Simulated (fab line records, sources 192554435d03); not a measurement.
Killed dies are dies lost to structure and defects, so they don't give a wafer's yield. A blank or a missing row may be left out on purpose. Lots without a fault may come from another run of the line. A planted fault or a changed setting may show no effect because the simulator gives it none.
A struck lot beside a sound one | flow n5_finfet | 38 steps out of a route of 1938
Sound: wafers L194.1, L194.3, L194.5. Struck: wafers L203.1, L203.5. (L203.3 of the same lot was not struck and is left out.) The cause comes at the end.
At each step with rows: each side's tool, then ch and its chambers, then its first start. Under that, the readings that differ: sound wafers | struck wafers | difference of the means | sigmas: that difference in standard deviations of wafers without a fault.
alike: readings whose means differ by less than 2 such deviations, and words and numbers that are the same on both sides. not compared: withheld readings, readings that some wafer has no value for, bounds like >300 that may hide the same value, and numbers for which the record gives no deviation and whose values overlap.
The two part at a step that has a row with sigmas, a row that says differs or no value, or rows on one side only. Numbers that don't overlap but have no deviation are shown without sigmas and don't part them. A reading that every wafer of one side lacks parts them only if that side has two wafers or more.

first, 9 steps without rows for these wafers: N5_SDB_PRECLEAN_38 (cleans in dHF, time 10 s); N5_SDB_PRECLEAN_39 (cleans in O3/DIW, time 45 s); N5_SDB_SRD_28 (time 30 s); N5_SDB_ALD_29 (deposits SiNx, target thk 30 nm, pulse time 1 s, ald cycles 600); N5_SDB_CMP_30 (polishes, stops on poly-Si, t overpolish 1.54 s, target thk 30 nm); N5_DUMMY_REMOVAL_HM_STRIP_01 (strips SiNx in CH3F/O2, stops on poly-Si, target depth 4 nm, time 6.8 s); N5_DUMMY_REMOVAL_STRIP_10 (strips in N2/H2, time 40 s); N5_DUMMY_REMOVAL_PRECLEAN_07 (cleans in dHF, time 30 s); N5_DUMMY_REMOVAL_DUMMY_REMOVE_02 (chemistry TMAH, target poly-Si, stops on SiO2, target depth 142 nm, time 57 s, rinse time 30 s).
N5_DUMMY_REMOVAL_PRECLEAN_08: cleans in NF3:NH3, afs cycles 2, time 20 s, sublimation time 60 s.
  sound on remote_plasma-02 ch 1, day 4 14:38; struck on remote_plasma-02 ch 1, day 7 00:06
  alike: temp_c
then, 26 steps without rows for these wafers: N5_DUMMY_REMOVAL_PRECLEAN_04 (cleans in DHF, time 37 s); N5_DUMMY_REMOVAL_SRD_05 (time 30 s); N5_HKMG_FIN_IL_REGROW_00 (material SiO2, chemistry O3, target thk 0.75 nm, time 30 s); N5_HKMG_FIN_HK_ALD_01 (deposits HfO2, target thk 1.6 nm, pulse time 3 s, purge time 3 s); N5_HKMG_FIN_HK_ANNEAL_02 (time 30 s); N5_HKMG_FIN_ALD_74 (deposits La2O3, target thk 0.5 nm, pulse time 6 s, co reactant pulse time 1 s); N5_HKMG_FIN_ALD_75 (deposits Al2O3, target thk 1 nm, co reactant pulse time 1 s); N5_HKMG_FIN_COAT_41 (time 60 s, resist thk 300 nm); N5_HKMG_FIN_COAT_42 (time 60 s, resist thk 35 nm); N5_HKMG_FIN_COAT_43 (resist thk 90 nm); N5_HKMG_FIN_EBR_45; N5_HKMG_FIN_SOFTBAKE_44 (time 60 s); N5_HKMG_FIN_EXPOSE_46 (exposes mask NDIPOLE); N5_HKMG_FIN_PEB_47 (peb time 60 s); N5_HKMG_FIN_DEVELOP_48 (develop time 30 s); N5_HKMG_FIN_DESCUM_53 (chemistry O2, time 7.9 s); N5_HKMG_FIN_ETCH_54 (etches SiARC in CF4, target depth 45.5 nm, time 75.8 s); N5_HKMG_FIN_ETCH_55 (etches SOC in N2/H2, target depth 240 nm, time 300 s); N5_HKMG_FIN_STRIP_56 (strips in N2/H2); N5_HKMG_FIN_STRIP_57 (strips in CF4); N5_HKMG_FIN_ETCH_58 (etches SOC in N2/H2, target depth 215.8 nm, time 741 s); N5_HKMG_FIN_STRIP_93 (strips SOC in N2/H2, time 20 s); N5_HKMG_FIN_WET_ETCH_76 (etches Al2O3 in dNH4OH, stops on La2O3, target depth 2.25 nm, rinse time 30 s); N5_HKMG_FIN_STRIP_60 (strips in N2/H2, time 360 s); N5_HKMG_FIN_WET_ETCH_77 (etches La2O3 in dHCl, stops on HfO2, target depth 2 nm); N5_HKMG_FIN_WET_ETCH_78 (etches Al2O3 in dNH4OH, stops on La2O3, target depth 4.5 nm, rinse time 30 s).
-- the record jumps here: 4 days lie between the struck wafers' starts before and after (it left off in module HKMG_FIN and takes up again in module BEOL_M4, whose first step shown is number 1111 of the route) --
N5_BEOL_M4_RC_MEAS_101:
  sound on prober-01 ch 0, day 8 13:43; struck on prober-01 ch 0, day 11 05:02
  reading            | sound                | struck        | difference | sigmas
  DIBL_N (mV/V)      | 36.8 35.4 36.1       | 43.1 44.2     | +7.6       | +5
  DIBL_P (mV/V)      | 37.2 37.1 37.2       | 45.3 46.5     | +8.7       | +5
  EOT_N              | 10.65 10.52 10.61    | 14.85 14.87   | +4.27      | +53
  EOT_P              | 10.60 10.58 10.51    | 14.72 14.94   | +4.27      | +48
  IGATE_N (nA/um)    | 0.0103 0.0119 0.0122 | 0.0001 0.0001 | -0.0114    | -7
  IGATE_P (nA/um)    | 0.0031 0.0035 0.0036 | 0.0000 0.0000 | -0.0034    | -7
  IOFF_N (nA/um)     | 0.162 0.147 0.157    | 0.288 0.333   | +0.155     | +6
  IOFF_N_85C (nA/um) | 3.1 2.9 3.1          | 5.1 5.8       | +2.4       | +6
  IOFF_N_LIN (nA/um) | 0.078 0.072 0.076    | 0.144 0.159   | +0.076     | +8
  IOFF_P (nA/um)     | 0.232 0.228 0.218    | 0.432 0.443   | +0.211     | +8
  IOFF_P_85C (nA/um) | 4.0 3.9 3.8          | 6.6 6.7       | +2.8       | +7
  IOFF_P_LIN (nA/um) | 0.113 0.111 0.107    | 0.207 0.211   | +0.099     | +9
  ION_N (uA/um)      | 684 685 682          | 599 613       | -78        | -8
  ION_P (uA/um)      | 467 476 467          | 421 422       | -48        | -7
  SS_N (mV/dec)      | 71.8 71.8 71.4       | 73.5 74.9     | +2.5       | +5
  SS_P (mV/dec)      | 73.3 72.8 72.8       | 75.0 74.9     | +2.0       | +3
  VT_N_LVT (mV)      | 96.2 97.5 97.0       | 91.1 89.0     | -6.9       | -2
  VT_P (mV)          | -248 -245 -249       | -240 -240     | +7         | +2
  alike: VT_N, VT_P_LVT
-- the record jumps here: 5 days lie between the struck wafers' starts before and after (it left off in module BEOL_M4 and takes up again in module PASSIVATION, whose first step shown is number 1936 of the route) --
N5_PASSIVATION_PROBE_49:
  sound on prober-01, day 12 07:46; struck on prober-02, day 15 18:55
  reading                | sound          | struck      | difference | sigmas
  sort_bin_4_leakage (%) | 0 0 0          | 0.76 3.31   | +2.04      |
  sort_bin_8_speed (%)   | 0 0 0          | 89.24 78.64 | +83.94     |
  sort_n_pass            | 1056 1085 1084 | 3 95        | -1026      | -57
  sort_yield_pct (%)     | 89.5 91.9 91.9 | 0.3 8.1     | -86.9      | -58
  alike: defect_limited_yield, killed_at_M0_to_M3, killed_at_M4_up, killed_at_contacts, killed_at_front_end, killed_at_other, killed_dies, killed_open, killed_short, sort_bin_5_function, sort_bin_6_memory

WHERE THEY PART
First at N5_BEOL_M4_RC_MEAS_101; last, within this record, at N5_PASSIVATION_PROBE_49.

WHY: what the simulator had put in
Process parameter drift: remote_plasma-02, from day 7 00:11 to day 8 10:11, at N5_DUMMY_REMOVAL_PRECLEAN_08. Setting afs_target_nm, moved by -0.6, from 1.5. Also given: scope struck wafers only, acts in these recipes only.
